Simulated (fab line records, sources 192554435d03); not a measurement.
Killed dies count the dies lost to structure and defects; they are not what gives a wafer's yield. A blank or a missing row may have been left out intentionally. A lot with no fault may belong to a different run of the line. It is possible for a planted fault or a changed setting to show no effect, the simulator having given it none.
2 desks looking at one fault ; flow n5 finfet ; numbers are kept per desk, each desk with only its own; the story behind them comes last

== AT THE TOOL OWNER'S DESK: rie diel-06 ==
The tool's own readings at N5_BEOL_M3_ETCH_74 (etches underlayer in N2/H2, target depth 6.5 nm, time 5.2 s): means of the sampled wafers that have a number, for each lot that ran on this tool. If a lot's mean is further than 4 standard deviations from the usual mean, the lot is out of limits and carries the mark OUT (the distance appears in the brackets).
Columns: A = chamber pressure mTorr at N5_BEOL_M3_ETCH_74, usual 30.00 mTorr; B = drypump motor current A at N5_BEOL_M3_ETCH_74, usual 5.5 A; C = etch rf on time s at N5_BEOL_M3_ETCH_74, usual 5.21 s; D = oes product au at N5_BEOL_M3_ETCH_74, usual 0.66 a.u.; E = rf vpp V at N5_BEOL_M3_ETCH_74, usual 524.4 V; F = showerhead plenum p Torr at N5_BEOL_M3_ETCH_74, usual 2.56 Torr; G = throttle valve pct at N5_BEOL_M3_ETCH_74, usual 17.94 %
lot;first seen here;A;B;C;D;E;F;G
L320;day 7 13:52;30.02;5.7;5.13;0.65;524.1;2.57;18.13
L322;day 8 05:35;29.98;5.6;5.11;0.68;522.1;2.56;17.85
L328;day 9 10:14;30.03;5.3;4.77;0.66;523.4;2.59;17.96
L330;day 10 21:30;30.02;5.4;4.40 (-6.8) OUT;0.69;524.4;2.56;18.02
Finding of this desk: L330 out of limits; the first was L330 at day 10 21:30, on etch rf on time s at N5_BEOL_M3_ETCH_74. L320, L322, L328: within limits.

== AT THE METROLOGY DESK ==
Means of the sampled wafers that have a number, per lot and without regard to the tool the lot ran on: this is what the gauges read. If a lot's mean is further than 4 standard deviations from the usual mean, the lot is out of limits and carries the mark OUT (the distance appears in the brackets). Readings shown: 7 of its 10, picked as those furthest out on some lot.
Columns: A = DIBL_N at N5_BEOL_M4_RC_MEAS_101, usual 36.3 mV/V; B = DIBL_P at N5_BEOL_M4_RC_MEAS_101, usual 36.0 mV/V; C = IOFF_N at N5_BEOL_M4_RC_MEAS_101, usual 0.16 nA/um; D = IOFF_P at N5_BEOL_M4_RC_MEAS_101, usual 0.22 nA/um; E = ION_N at N5_BEOL_M4_RC_MEAS_101, usual 672 uA/um; F = SS_P at N5_BEOL_M4_RC_MEAS_101, usual 73.3 mV/dec; G = VT_N at N5_BEOL_M4_RC_MEAS_101, usual 250 mV
lot;first seen here;A;B;C;D;E;F;G
L319;day 8 11:30;36.4;36.4;0.18;0.23;685;73.3;249
L320;day 8 12:30;34.8;34.5;0.14;0.20;672;73.3;248
L321;day 8 23:58;37.3;38.2;0.18;0.25;672;73.6;247
L322;day 9 02:52;40.9;40.1;0.25;0.31;695;74.6;242
L328;day 10 04:07;37.2;35.8;0.16;0.23;668;73.1;252
L330;day 11 12:07;36.1;35.4;0.14;0.22;659;73.6;252
L335;day 13 06:53;36.4;34.3;0.16;0.21;681;73.4;251
L337;day 14 04:23;36.5;37.5;0.19;0.24;692;73.3;246
L338;day 15 06:28;33.6;35.1;0.14;0.19;677;72.8;250
This desk's finding: nothing out of limits on any of the 9 lots.

== BROUGHT TOGETHER ==
An alarm could have come from the tool owner's desk at day 10 21:30, on L330.
Metrology desk: nothing out of limits seen.
The metrology desk has L330 on record, within its limits.
The lots listed all ran N5_BEOL_M3_ETCH_74 on rie diel-06.

== WHAT THE SIMULATOR PUT IN ==
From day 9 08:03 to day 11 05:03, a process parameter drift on rie diel-06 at N5_BEOL_M3_ETCH_74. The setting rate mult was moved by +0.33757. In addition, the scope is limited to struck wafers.
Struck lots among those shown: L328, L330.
Delay in hours, fault start to first out-of-limits reading, by desk: the tool owner's desk at 37.
